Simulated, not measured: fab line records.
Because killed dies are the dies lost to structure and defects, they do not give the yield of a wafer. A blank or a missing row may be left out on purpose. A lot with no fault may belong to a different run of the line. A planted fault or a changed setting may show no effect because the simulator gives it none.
Problem report, 8D (eight disciplines) form, completed by code || flow n5 finfet || the parts of the form that need people (team, actions taken, sign-off) are left out

1. PROBLEM STATEMENT
rf fwd power W at N5_BEOL_M5_ETCH_62 reads a mean of 1037.7 W on 2 wafers of 2 lots; wafers without a fault read 836.1 W with a standard deviation of 2.9. That is +70 standard deviations from the usual mean.
The step: etches SOC in N2/H2, target depth 75 nm, overetch 15 nm, time 112.5 s.
The first sign was on wafer L870.5 at day 11 10:53, on rie diel-04. At this step, 12 wafers from 4 lots have a number in the record. Rule for "out", or "out of limits": more than 4 standard deviations from the usual mean. Any other wafer with a number is counted as sound.

2. WHAT IT IS AND WHAT IT IS NOT
{"question": "which readings at this step", "is": "rf fwd power W, rf vpp V", "is not": "drypump motor current A, oes product au, showerhead plenum p Torr, throttle valve pct"}
{"question": "which lots", "is": "L870, L875", "is not": "L868, L881"}
{"question": "which wafers of those lots", "is": "L870.5, L875.1", "is not": "L870.4, L870.6, L875.2, L875.6"}
{"question": "read on which tools", "is": "rie diel-04", "is not": "rie diel-01"}
{"question": "when", "is": "from day 11 10:53", "is not": "up to then (5 sound wafers); but 5 sound wafers of L875, L881 came after"}

3. SUSPECTS, AND WHAT RULES EACH OUT
Counting: a tool at a process step up to the reading stays a suspect if it ran every lot that is out. Sound lots after the first of them don't rule it out here, since some wafers of a struck lot are sound.
- rie diel-04 at N5_BEOL_M5_ETCH_62 (etches SOC in N2/H2, target depth 75 nm, overetch 15 nm, time 112.5 s): kept. It ran every lot that is out, first L870 (day 11 10:53); its last sound lot up to then is L868 (day 10 08:56). Out on those wafers are its own readings of rf fwd power W, rf vpp V.
- At N5_BEOL_M5_ETCH_62, inside rie diel-04: chamber 1 took the wafers that are out, while their sound lot-mates went through chambers 0, 2, 3.
Left after counting: rie diel-04 at N5_BEOL_M5_ETCH_62.

4. THE CAUSE (what the simulator had put in)
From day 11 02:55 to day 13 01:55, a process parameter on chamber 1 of rie diel-04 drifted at N5_BEOL_M5_ETCH_62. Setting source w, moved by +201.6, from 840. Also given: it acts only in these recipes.
After counting, this tool was the only one left.

5. THE CHAIN OF EFFECTS, in route order
Each row: a reading whose mean over the struck wafers that have a number lies more than 3 standard deviations from the usual. Only readings for which the record gives a usual standard deviation are gone through. hours: the time from each lot's start at the first step in this table that gives one to its start at this step, as a median over the lots. sigmas: the change in usual standard deviations.
{"hours": 0, "step": "N5_BEOL_M5_ETCH_62", "reading": "rf fwd power W", "usual": "836.1 W", "on struck wafers": 1037.7, "change": "+201.6", "sigmas": "+70"}
{"hours": 0, "step": "N5_BEOL_M5_ETCH_62", "reading": "rf vpp V", "usual": "524.6 V", "on struck wafers": 490.6, "change": -34.0, "sigmas": -13}
Here are the process steps it includes:
- N5_BEOL_M5_ETCH_62: etches SOC in N2/H2, target depth 75 nm, overetch 15 nm, time 112.5 s.

6. WHAT WOULD HAVE CAUGHT IT SOONER
In this record the first reading out of limits was taken at day 11 10:53, 8 hours after the fault began at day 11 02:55.
